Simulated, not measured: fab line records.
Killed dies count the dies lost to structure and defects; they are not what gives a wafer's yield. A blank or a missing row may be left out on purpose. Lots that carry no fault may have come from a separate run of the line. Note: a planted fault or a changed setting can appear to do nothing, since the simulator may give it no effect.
Which tool is to blame? || flow n5_finfet || 27 wafers from 9 lots sampled at 5 of the route's 1938 steps

## WHAT EACH GAUGE READ, for each wafer
N5_HKMG_FIN_INSPECT_28: inspects for defects (darkfield).
{"lot": "L758", "measured": "day 4 22:42", "on": "defect_inspect-02", "raw_defect_count": "23 12 28"}
{"lot": "L759", "measured": "day 5 04:04", "on": "defect_inspect-01", "raw_defect_count": "78 81 74"}
{"lot": "L760", "measured": "day 5 09:07", "on": "defect_inspect-02", "raw_defect_count": "52 31 46"}
{"lot": "L762", "measured": "day 5 19:44", "on": "defect_inspect-01", "raw_defect_count": "22 34 27"}
{"lot": "L763", "measured": "day 6 04:04", "on": "defect_inspect-02", "raw_defect_count": "26 51 27"}
{"lot": "L775", "measured": "day 9 02:33", "on": "defect_inspect-01", "raw_defect_count": "55 19 25"}
{"lot": "L777", "measured": "day 9 14:38", "on": "defect_inspect-01", "raw_defect_count": "23 30 25"}
{"lot": "L779", "measured": "day 10 02:21", "on": "defect_inspect-01", "raw_defect_count": "24 24 33"}
{"lot": "L778", "measured": "day 10 02:42", "on": "defect_inspect-02", "raw_defect_count": "49 78 59"}

N5_BEOL_M4_RC_MEAS_101.
{"lot": "L758", "measured": "day 8 02:34", "on": "prober-01", "DIBL_N (mV/V)": "36.8 36.0 37.6", "DIBL_P (mV/V)": "37.7 36.4 38.3", "IOFF_N (nA/um)": "0.168 0.146 0.165", "IOFF_N_85C (nA/um)": "3.3 2.9 3.3", "IOFF_N_LIN (nA/um)": "0.079 0.071 0.078", "IOFF_N_LONG (nA/um)": "5.17e-05 5.17e-05 5.18e-05", "IOFF_P (nA/um)": "0.185 0.172 0.184", "IOFF_P_LONG (nA/um)": "8.5e-05 9e-05 8.6e-05", "ION_N (uA/um)": "678 662 676", "ION_P (uA/um)": "452 452 448", "SS_N (mV/dec)": "72.2 71.3 72.1", "SS_P (mV/dec)": "73.7 73.7 73.5", "VT_N (mV)": "250.7 251.7 250.3", "VT_N_LONG (mV)": "278.5 278.2 280.0", "VT_N_LVT (mV)": "95.0 98.0 95.5", "VT_P (mV)": "-254.7 -253.2 -254.9", "VT_P_LONG (mV)": "-283.7 -280.3 -282.6", "VT_P_LVT (mV)": "-100.8 -102.3 -102.0"}
{"lot": "L759", "measured": "day 8 21:16", "on": "prober-02", "DIBL_N (mV/V)": "37.6 38.4 35.2", "DIBL_P (mV/V)": "37.2 38.5 34.9", "IOFF_N (nA/um)": "0.164 0.181 0.134", "IOFF_N_85C (nA/um)": "3.2 3.6 2.7", "IOFF_N_LIN (nA/um)": "0.077 0.084 0.066", "IOFF_N_LONG (nA/um)": "5.61e-05 5.61e-05 5.73e-05", "IOFF_P (nA/um)": "0.216 0.235 0.184", "IOFF_P_LONG (nA/um)": "0.000104 0.000103 0.000108", "ION_N (uA/um)": "681 684 681", "ION_P (uA/um)": "468 468 466", "SS_N (mV/dec)": "71.6 72.1 71.5", "SS_P (mV/dec)": "73.5 73.9 73.4", "VT_N (mV)": "250.3 248.3 252.3", "VT_N_LONG (mV)": "273.7 275.3 275.0", "VT_N_LVT (mV)": "97.2 94.7 100.4", "VT_P (mV)": "-249.2 -249.2 -253.5", "VT_P_LONG (mV)": "-275.5 -278.9 -276.2", "VT_P_LVT (mV)": "-96.6 -95.8 -99.3"}
{"lot": "L760", "measured": "day 8 19:33", "on": "prober-01", "DIBL_N (mV/V)": "36.1 35.2 34.5", "DIBL_P (mV/V)": "37.1 35.6 35.4", "IOFF_N (nA/um)": "0.179 0.158 0.144", "IOFF_N_85C (nA/um)": "3.4 3.1 2.8", "IOFF_N_LIN (nA/um)": "0.081 0.074 0.069", "IOFF_N_LONG (nA/um)": "5.87e-05 5.95e-05 5.89e-05", "IOFF_P (nA/um)": "0.224 0.199 0.200", "IOFF_P_LONG (nA/um)": "0.000111 0.000106 0.00011", "ION_N (uA/um)": "685 682 669", "ION_P (uA/um)": "463 461 465", "SS_N (mV/dec)": "71.1 71.2 71.1", "SS_P (mV/dec)": "73.4 73.2 73.5", "VT_N (mV)": "247.2 248.8 252.7", "VT_N_LONG (mV)": "274.2 273.8 273.6", "VT_N_LVT (mV)": "94.5 96.2 97.2", "VT_P (mV)": "-246.5 -250.6 -250.5", "VT_P_LONG (mV)": "-273.9 -274.7 -274.7", "VT_P_LVT (mV)": "-96.8 -98.1 -99.5"}
{"lot": "L762", "measured": "day 9 07:28", "on": "prober-01", "DIBL_N (mV/V)": "35.3 35.0 35.2", "DIBL_P (mV/V)": "36.2 35.3 35.5", "IOFF_N (nA/um)": "0.072 0.066 0.070", "IOFF_N_85C (nA/um)": "1.6 1.5 1.5", "IOFF_N_LIN (nA/um)": "0.035 0.032 0.034", "IOFF_N_LONG (nA/um)": "3.86e-05 3.8e-05 3.79e-05", "IOFF_P (nA/um)": "0.250 0.221 0.239", "IOFF_P_LONG (nA/um)": "0.00013 0.000129 0.000126", "ION_N (uA/um)": "638 631 636", "ION_P (uA/um)": "476 477 476", "SS_N (mV/dec)": "71.1 70.5 70.8", "SS_P (mV/dec)": "72.6 72.9 73.2", "VT_N (mV)": "268.7 271.5 268.7", "VT_N_LONG (mV)": "295.6 292.6 294.3", "VT_N_LVT (mV)": "115.7 116.1 117.7", "VT_P (mV)": "-244.2 -243.6 -243.0", "VT_P_LONG (mV)": "-265.9 -267.7 -267.5", "VT_P_LVT (mV)": "-90.1 -93.8 -92.4"}
{"lot": "L763", "measured": "day 9 20:53", "on": "prober-02", "DIBL_N (mV/V)": "36.1 35.3 35.4", "DIBL_P (mV/V)": "34.8 33.5 33.9", "IOFF_N (nA/um)": "0.075 0.072 0.068", "IOFF_N_85C (nA/um)": "1.7 1.6 1.5", "IOFF_N_LIN (nA/um)": "0.035 0.035 0.032", "IOFF_N_LONG (nA/um)": "3.72e-05 3.76e-05 3.71e-05", "IOFF_P (nA/um)": "0.247 0.225 0.231", "IOFF_P_LONG (nA/um)": "0.000123 0.000126 0.000124", "ION_N (uA/um)": "624 636 628", "ION_P (uA/um)": "473 470 473", "SS_N (mV/dec)": "71.9 72.0 71.2", "SS_P (mV/dec)": "72.5 72.7 73.1", "VT_N (mV)": "270.8 269.4 273.4", "VT_N_LONG (mV)": "293.5 294.5 297.5", "VT_N_LVT (mV)": "118.8 116.9 119.1", "VT_P (mV)": "-248.0 -248.9 -247.5", "VT_P_LONG (mV)": "-270.0 -269.7 -266.5", "VT_P_LVT (mV)": "-92.3 -93.0 -94.2"}
{"lot": "L775", "measured": "day 13 01:31", "on": "prober-01", "DIBL_N (mV/V)": "35.4 34.2 36.5", "DIBL_P (mV/V)": "35.5 33.2 36.5", "IOFF_N (nA/um)": "0.150 0.120 0.167", "IOFF_N_85C (nA/um)": "3.0 2.5 3.3", "IOFF_N_LIN (nA/um)": "0.071 0.060 0.078", "IOFF_N_LONG (nA/um)": "5.48e-05 5.48e-05 5.5e-05", "IOFF_P (nA/um)": "0.197 0.163 0.208", "IOFF_P_LONG (nA/um)": "0.000102 0.000101 0.000101", "ION_N (uA/um)": "676 666 680", "ION_P (uA/um)": "465 456 468", "SS_N (mV/dec)": "71.8 71.3 72.3", "SS_P (mV/dec)": "72.6 72.9 73.0", "VT_N (mV)": "249.4 252.3 248.5", "VT_N_LONG (mV)": "272.8 276.3 275.9", "VT_N_LVT (mV)": "98.2 101.9 96.4", "VT_P (mV)": "-252.2 -252.5 -249.7", "VT_P_LONG (mV)": "-274.0 -274.7 -275.3", "VT_P_LVT (mV)": "-99.5 -101.1 -98.0"}
{"lot": "L777", "measured": "day 13 05:51", "on": "prober-01", "DIBL_N (mV/V)": "36.3 36.2 37.9", "DIBL_P (mV/V)": "37.0 36.7 38.0", "IOFF_N (nA/um)": "0.169 0.165 0.194", "IOFF_N_85C (nA/um)": "3.2 3.2 3.6", "IOFF_N_LIN (nA/um)": "0.081 0.078 0.090", "IOFF_N_LONG (nA/um)": "5.81e-05 5.63e-05 5.75e-05", "IOFF_P (nA/um)": "0.199 0.196 0.216", "IOFF_P_LONG (nA/um)": "0.0001 9.9e-05 9.7e-05", "ION_N (uA/um)": "683 672 690", "ION_P (uA/um)": "464 453 465", "SS_N (mV/dec)": "71.6 71.1 71.3", "SS_P (mV/dec)": "73.0 73.2 73.8", "VT_N (mV)": "247.2 248.2 245.6", "VT_N_LONG (mV)": "272.9 273.0 272.8", "VT_N_LVT (mV)": "95.4 95.7 94.1", "VT_P (mV)": "-252.2 -250.7 -248.9", "VT_P_LONG (mV)": "-278.8 -278.1 -278.3", "VT_P_LVT (mV)": "-100.0 -100.3 -98.0"}
{"lot": "L779", "measured": "day 14 10:37", "on": "prober-01", "DIBL_N (mV/V)": "35.0 35.0 35.9", "DIBL_P (mV/V)": "35.5 36.1 36.4", "IOFF_N (nA/um)": "0.129 0.136 0.141", "IOFF_N_85C (nA/um)": "2.7 2.8 2.8", "IOFF_N_LIN (nA/um)": "0.065 0.067 0.070", "IOFF_N_LONG (nA/um)": "5.13e-05 5.09e-05 5.17e-05", "IOFF_P (nA/um)": "0.156 0.168 0.169", "IOFF_P_LONG (nA/um)": "9.3e-05 9.3e-05 9.3e-05", "ION_N (uA/um)": "667 678 677", "ION_P (uA/um)": "456 460 462", "SS_N (mV/dec)": "71.1 71.8 72.3", "SS_P (mV/dec)": "73.3 72.9 73.3", "VT_N (mV)": "251.5 249.9 250.5", "VT_N_LONG (mV)": "278.8 277.9 276.9", "VT_N_LVT (mV)": "97.4 95.9 96.6", "VT_P (mV)": "-255.6 -253.4 -256.6", "VT_P_LONG (mV)": "-278.4 -280.5 -277.0", "VT_P_LVT (mV)": "-100.9 -100.5 -101.0"}
{"lot": "L778", "measured": "day 14 07:29", "on": "prober-02", "DIBL_N (mV/V)": "38.7 37.4 36.1", "DIBL_P (mV/V)": "39.5 38.0 36.4", "IOFF_N (nA/um)": "0.196 0.174 0.147", "IOFF_N_85C (nA/um)": "3.8 3.4 3.0", "IOFF_N_LIN (nA/um)": "0.092 0.083 0.072", "IOFF_N_LONG (nA/um)": "5.64e-05 5.6e-05 5.6e-05", "IOFF_P (nA/um)": "0.268 0.247 0.211", "IOFF_P_LONG (nA/um)": "0.000108 0.00011 0.000112", "ION_N (uA/um)": "696 681 670", "ION_P (uA/um)": "478 470 464", "SS_N (mV/dec)": "72.4 72.2 71.9", "SS_P (mV/dec)": "73.9 73.6 73.0", "VT_N (mV)": "244.5 245.3 251.1", "VT_N_LONG (mV)": "273.3 275.7 275.6", "VT_N_LVT (mV)": "95.8 98.4 99.8", "VT_P (mV)": "-245.7 -248.8 -247.4", "VT_P_LONG (mV)": "-273.8 -272.1 -272.8", "VT_P_LVT (mV)": "-95.6 -96.8 -99.1"}

## TOOL THAT RAN EACH LOT (tool first, then ch and the chambers of the sampled wafers, then the start)
{"lot": "L758", "N5_HKMG_FIN_NWFM_ALD_20": "ald_metal-01 ch 2,3, day 4 20:16", "N5_HKMG_FIN_ETCH_67": "rie_diel-06 ch 1,2,3, day 4 20:43", "N5_HKMG_FIN_CMP_23": "cmp-01 ch 0,2,3, day 4 21:59"}
{"lot": "L759", "N5_HKMG_FIN_NWFM_ALD_20": "ald_metal-02 ch 2,3, day 5 01:38", "N5_HKMG_FIN_ETCH_67": "rie_diel-02 ch 0,2,3, day 5 02:04", "N5_HKMG_FIN_CMP_23": "cmp-01 ch 0,2, day 5 03:20"}
{"lot": "L760", "N5_HKMG_FIN_NWFM_ALD_20": "ald_metal-04 ch 0,1,2, day 5 06:40", "N5_HKMG_FIN_ETCH_67": "rie_diel-06 ch 0,3, day 5 07:08", "N5_HKMG_FIN_CMP_23": "cmp-04 ch 1,2,3, day 5 08:29"}
{"lot": "L762", "N5_HKMG_FIN_NWFM_ALD_20": "ald_metal-04 ch 0,1,3, day 5 17:16", "N5_HKMG_FIN_ETCH_67": "rie_diel-06 ch 0,3, day 5 17:45", "N5_HKMG_FIN_CMP_23": "cmp-01 ch 0,2,3, day 5 19:02"}
{"lot": "L763", "N5_HKMG_FIN_NWFM_ALD_20": "ald_metal-04 ch 1,2, day 6 01:23", "N5_HKMG_FIN_ETCH_67": "rie_diel-01 ch 1,2, day 6 02:01", "N5_HKMG_FIN_CMP_23": "cmp-04 ch 1,2,3, day 6 03:21"}
{"lot": "L775", "N5_HKMG_FIN_NWFM_ALD_20": "ald_metal-02 ch 0,1,2, day 9 00:02", "N5_HKMG_FIN_ETCH_67": "rie_diel-01 ch 0,2, day 9 00:28", "N5_HKMG_FIN_CMP_23": "cmp-01 ch 2,3, day 9 01:55"}
{"lot": "L777", "N5_HKMG_FIN_NWFM_ALD_20": "ald_metal-04 ch 1,3, day 9 12:13", "N5_HKMG_FIN_ETCH_67": "rie_diel-01 ch 1,2, day 9 12:39", "N5_HKMG_FIN_CMP_23": "cmp-03 ch 0,1, day 9 13:55"}
{"lot": "L779", "N5_HKMG_FIN_NWFM_ALD_20": "ald_metal-04 ch 1,2, day 9 23:40", "N5_HKMG_FIN_ETCH_67": "rie_diel-02 ch 1,3, day 10 00:10", "N5_HKMG_FIN_CMP_23": "cmp-04 ch 0,1,3, day 10 01:48"}
{"lot": "L778", "N5_HKMG_FIN_NWFM_ALD_20": "ald_metal-04 ch 0,1,2, day 10 00:10", "N5_HKMG_FIN_ETCH_67": "rie_diel-02 ch 2,3, day 10 00:40", "N5_HKMG_FIN_CMP_23": "cmp-03 ch 0,3, day 10 02:04"}
- N5_HKMG_FIN_NWFM_ALD_20: deposits TiAlC, target thk 2 nm, pulse time 3 s, purge time 2 s.
- N5_HKMG_FIN_ETCH_67: etches SOC in N2/H2, stops on TiN, target depth 388.9 nm.
- N5_HKMG_FIN_CMP_23: polishes, stops on SiNx, t overpolish 10 s, target thk 46.326 nm.

## WHAT THE TOOLS THEMSELVES READ (means of the sampled wafers that have a number; where no wafer has one, the mark that the record gives instead)
N5_HKMG_FIN_NWFM_ALD_20.
{"lot": "L758", "tool": "ald_metal-01", "heater_power_w (W)": 506, "precursor_pulse_height_rel": 0.997, "susceptor_temp_C (C)": 300.09}
{"lot": "L759", "tool": "ald_metal-02", "heater_power_w (W)": 626, "precursor_pulse_height_rel": 0.998, "susceptor_temp_C (C)": 300.07}
{"lot": "L760", "tool": "ald_metal-04", "heater_power_w (W)": 455, "precursor_pulse_height_rel": 0.981, "susceptor_temp_C (C)": 300.09}
{"lot": "L762", "tool": "ald_metal-04", "heater_power_w (W)": 442, "precursor_pulse_height_rel": 1.000, "susceptor_temp_C (C)": 288.49}
{"lot": "L763", "tool": "ald_metal-04", "heater_power_w (W)": 395, "precursor_pulse_height_rel": 0.998, "susceptor_temp_C (C)": 288.51}
{"lot": "L775", "tool": "ald_metal-02", "heater_power_w (W)": 567, "precursor_pulse_height_rel": 0.985, "susceptor_temp_C (C)": 300.07}
{"lot": "L777", "tool": "ald_metal-04", "heater_power_w (W)": 473, "precursor_pulse_height_rel": 1.002, "susceptor_temp_C (C)": 300.00}
{"lot": "L779", "tool": "ald_metal-04", "heater_power_w (W)": 437, "precursor_pulse_height_rel": 0.991, "susceptor_temp_C (C)": 300.07}
{"lot": "L778", "tool": "ald_metal-04", "heater_power_w (W)": 454, "precursor_pulse_height_rel": 0.998, "susceptor_temp_C (C)": 299.97}

N5_HKMG_FIN_ETCH_67.
{"lot": "L758", "tool": "rie_diel-06", "drypump_motor_current_A (A)": 5.8, "oes_product_au (a.u.)": 0.71, "rf_vpp_V (V)": 240.1, "showerhead_plenum_p_Torr (Torr)": 2.49, "throttle_valve_pct (%)": 17.85}
{"lot": "L759", "tool": "rie_diel-02", "drypump_motor_current_A (A)": 5.6, "oes_product_au (a.u.)": 0.81, "rf_vpp_V (V)": 241.4, "showerhead_plenum_p_Torr (Torr)": 2.60, "throttle_valve_pct (%)": 17.59}
{"lot": "L760", "tool": "rie_diel-06", "drypump_motor_current_A (A)": 5.8, "oes_product_au (a.u.)": 0.76, "rf_vpp_V (V)": 239.4, "showerhead_plenum_p_Torr (Torr)": 2.52, "throttle_valve_pct (%)": 17.90}
{"lot": "L762", "tool": "rie_diel-06", "drypump_motor_current_A (A)": 5.6, "oes_product_au (a.u.)": 0.81, "rf_vpp_V (V)": 242.2, "showerhead_plenum_p_Torr (Torr)": 2.61, "throttle_valve_pct (%)": 17.79}
{"lot": "L763", "tool": "rie_diel-01", "drypump_motor_current_A (A)": 5.6, "oes_product_au (a.u.)": 0.76, "rf_vpp_V (V)": 240.2, "showerhead_plenum_p_Torr (Torr)": 2.51, "throttle_valve_pct (%)": 17.90}
{"lot": "L775", "tool": "rie_diel-01", "drypump_motor_current_A (A)": 5.4, "oes_product_au (a.u.)": 0.93, "rf_vpp_V (V)": 239.7, "showerhead_plenum_p_Torr (Torr)": 2.48, "throttle_valve_pct (%)": 17.57}
{"lot": "L777", "tool": "rie_diel-01", "drypump_motor_current_A (A)": 5.6, "oes_product_au (a.u.)": 0.73, "rf_vpp_V (V)": 240.1, "showerhead_plenum_p_Torr (Torr)": 2.49, "throttle_valve_pct (%)": 17.96}
{"lot": "L779", "tool": "rie_diel-02", "drypump_motor_current_A (A)": 5.7, "oes_product_au (a.u.)": 0.82, "rf_vpp_V (V)": 240.9, "showerhead_plenum_p_Torr (Torr)": 2.54, "throttle_valve_pct (%)": 17.64}
{"lot": "L778", "tool": "rie_diel-02", "drypump_motor_current_A (A)": 5.5, "oes_product_au (a.u.)": 0.80, "rf_vpp_V (V)": 240.3, "showerhead_plenum_p_Torr (Torr)": 2.53, "throttle_valve_pct (%)": 17.66}

N5_HKMG_FIN_CMP_23.
{"lot": "L758", "tool": "cmp-01", "motor_current_A (A)": 13.1, "overpolish_run_s (s)": 10.008, "time_to_endpoint_s (s)": 12.9}
{"lot": "L759", "tool": "cmp-01", "motor_current_A (A)": 13.5, "overpolish_run_s (s)": 9.995, "time_to_endpoint_s (s)": 12.6}
{"lot": "L760", "tool": "cmp-04", "motor_current_A (A)": 10.1, "overpolish_run_s (s)": 9.996, "time_to_endpoint_s (s)": 9.7}
{"lot": "L762", "tool": "cmp-01", "motor_current_A (A)": 12.7, "overpolish_run_s (s)": 9.993, "time_to_endpoint_s (s)": 14.6}
{"lot": "L763", "tool": "cmp-04", "motor_current_A (A)": 10.2, "overpolish_run_s (s)": 9.998, "time_to_endpoint_s (s)": 9.9}
{"lot": "L775", "tool": "cmp-01", "motor_current_A (A)": 12.9, "overpolish_run_s (s)": 10.007, "time_to_endpoint_s (s)": 11.5}
{"lot": "L777", "tool": "cmp-03", "motor_current_A (A)": 13.3, "overpolish_run_s (s)": 9.985, "time_to_endpoint_s (s)": 12.8}
{"lot": "L779", "tool": "cmp-04", "motor_current_A (A)": 10.1, "overpolish_run_s (s)": 10.002, "time_to_endpoint_s (s)": 10.9}
{"lot": "L778", "tool": "cmp-03", "motor_current_A (A)": 12.2, "overpolish_run_s (s)": 9.991, "time_to_endpoint_s (s)": 13.3}

## THE ANSWER, worked out from the rows above alone
Rule: the lots themselves supply what counts as usual. The widest of any qualifying gaps counts: lots, ordered by their means at a reading, are off when they make up no more than a third of the lots, leave a main group of 4 or more, and stand apart from it by 3 or more times the standard deviation of that group's means. The tables above print the reading to a certain number of digits; a main group whose means all agree to those digits is not used. A lot without any number at a reading at which 4 lots or more have one is off too. Where the step has rows for the other lots, those lots are counted as sound. After the gauges, taken in route order, come the tools' own readings; for these a lot's mean is taken, as printed above. The first step at which some lot is off is used, and at that step the reading that is off furthest; a lot without a number counts as furthest.
Off: at N5_BEOL_M4_RC_MEAS_101 (VT_N_LVT), L762, L763. The main group: mean 96.9 mV, standard deviation 1.2.
A tool fits if, at a process step before that reading, it ran every lot that is off, and no sound lot after the first of them. The gauges at N5_BEOL_M4_RC_MEAS_101 aren't tried: what is off there is off at N5_HKMG_FIN_NWFM_ALD_20 too, on other tools, and a gauge's error can't cause that. No candidate that was tried fits.

## WHAT THE SIMULATOR HAD PUT IN
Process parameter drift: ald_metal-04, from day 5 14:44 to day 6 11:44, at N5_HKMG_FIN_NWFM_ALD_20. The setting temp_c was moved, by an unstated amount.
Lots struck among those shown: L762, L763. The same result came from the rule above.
